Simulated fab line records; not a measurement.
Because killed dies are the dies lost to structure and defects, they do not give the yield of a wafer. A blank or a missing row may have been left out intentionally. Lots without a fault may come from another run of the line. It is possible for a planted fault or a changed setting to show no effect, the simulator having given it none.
Matching of chambers	flow n5 finfet	rie diel-01 running N5_BEOL_M1_ETCH_64: 4 sister chambers
The step etches SOC in N2/H2, target depth 75 nm, overetch 15 nm, time 112.5 s. 16 wafers are shown with their chamber, then 8 later ones without.

== WAFERS PAIRED WITH THEIR CHAMBERS ==
wafer	chamber	showerhead plenum p Torr (Torr)	drypump motor current A (A)	oes product au (a.u.)
L074.1	0	2.65	5.2	0.59
L074.2	3	2.48	6.2	0.73
L074.3	2	2.41	6.1	0.56
L076.3	3	2.48	6.3	0.72
L076.4	2	2.41	6.1	0.55
L076.6	2	2.41	6.1	0.56
L079.3	0	2.65	5.2	0.58
L079.4	3	2.48	6.3	0.72
L079.6	2	2.41	6.1	0.56
L081.1	3	2.48	6.2	0.71
L081.2	0	2.65	5.2	0.58
L081.5	1	2.52	5.9	0.58
L084.1	0	2.64	5.2	0.57
L084.5	0	2.64	5.2	0.57
L084.6	1	2.52	5.8	0.57
L088.2	0	2.64	5.2	0.57

SIGNATURES, as means of the wafers listed above
reading	chamber 0	chamber 1	chamber 2	chamber 3	scatter within a chamber
showerhead plenum p Torr	2.6450	2.5200	2.4100	2.4800	0.00354
drypump motor current A	5.200	5.850	6.100	6.250	0.0354
oes product au	0.5767	0.5750	0.5575	0.7200	0.00741
Rule: for a wafer and a chamber, the distance is found by dividing, reading by reading, the gap between the wafer's reading and the chamber's mean by the reading's scatter, squaring, summing and taking the root. If the next closest chamber is less than 2 further off than the closest, the wafer can't be placed; otherwise it belongs to the closest. The scatter: take each reading less its chamber's mean, square it, sum over the shown wafers, divide by the number of wafers less the number of chambers, and take the root.

== WAFERS WHOSE CHAMBER IS MISSING ==
wafer	showerhead plenum p Torr (Torr)	drypump motor current A (A)	oes product au (a.u.)
L088.5	2.52	5.8	0.56
L088.6	2.40	6.1	0.55
L091.1	2.64	5.2	0.57
L091.3	2.40	6.1	0.55
L091.4	2.52	5.8	0.56
L095.2	2.64	5.2	0.56
L095.4	2.51	5.8	0.55
L095.5	2.40	6.1	0.54

== WHICH CHAMBER EACH ONE RAN IN ==
wafer	from the rows above	in truth
L088.5	1	1
L088.6	2	2
L091.1	0	0
L091.3	2	2
L091.4	1	1
L095.2	0	0
L095.4	1	1
L095.5	2	2
Placed correctly: 8 of 8. Number that these rows cannot place: 0. Placed wrongly: 0.
